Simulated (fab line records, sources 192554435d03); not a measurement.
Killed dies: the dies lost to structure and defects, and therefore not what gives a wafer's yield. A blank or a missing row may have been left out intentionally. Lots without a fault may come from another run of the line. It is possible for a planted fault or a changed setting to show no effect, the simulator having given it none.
Chamber matching | flow n5Finfet | rieSi-03 running N5_FIN_CUT_CUT_ETCH_28: 4 sister chambers
The step etches Si in HBr/Cl2/O2, target depth 6 nm, time 2.4 s. 8 wafers are shown with their chamber, then 10 later ones without.

== WAFERS, EACH WITH ITS CHAMBER ==
wafer  | chamber | oesProductAu (a.u.) | mfcCl2Sccm (sccm)
L076.6 | 3       | 0.972               | 80.18
L077.1 | 3       | 0.981               | 80.01
L082.5 | 1       | 1.009               | 80.84
L083.2 | 0       | 0.986               | 79.96
L083.3 | 1       | 1.007               | 80.11
L083.4 | 2       | 1.008               | 80.24
L084.1 | 0       | 0.988               | 79.76
L084.2 | 2       | 0.993               | 79.59

== WAFERS WITHOUT THEIR CHAMBER ==
wafer  | oesProductAu (a.u.) | mfcCl2Sccm (sccm)
L084.3 | 0.978               | 80.12
L089.1 | 0.994               | 80.52
L089.4 | 1.015               | 79.65
L089.6 | 0.994               | 79.80
L091.1 | 0.992               | 79.84
L091.3 | 0.981               | 80.09
L091.6 | 0.977               | 80.15
L095.1 | 1.007               | 80.33
L095.2 | 0.977               | 80.06
L095.5 | 0.977               | 80.06

== CHAMBER TAKEN BY EACH ==
wafer  | from the rows above               | in truth
L084.3 | can't be placed: 3 or 0           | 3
L089.1 | can't be placed: 2 or 0 or 1 or 3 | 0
L089.4 | can't be placed: 2 or 1           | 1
L089.6 | can't be placed: 2 or 0 or 3 or 1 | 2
L091.1 | can't be placed: 0 or 2 or 3      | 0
L091.3 | can't be placed: 3 or 0           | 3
L091.6 | can't be placed: 3 or 0           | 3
L095.1 | can't be placed: 1 or 2           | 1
L095.2 | can't be placed: 3 or 0           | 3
L095.5 | can't be placed: 3 or 0           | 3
Correctly placed: 0 of 10. Cannot be placed on the basis of these rows: 10; the candidates contain the true chamber in 10. 0 placed wrongly.
How it was worked out, from the rows above alone: a wafer's distance from a chamber is the root of the sum, over the readings, of the square of ((its reading less the chamber's mean) divided by the reading's scatter). If the next closest chamber is less than 2 further off than the closest, the wafer can't be placed; otherwise it belongs to the closest. For every chamber, the mean is computed from those of its wafers that are shown. How the scatter is found: for the shown wafers, subtract from each reading the mean of its chamber, square and add these, divide the total by (wafers less chambers), then take the root.
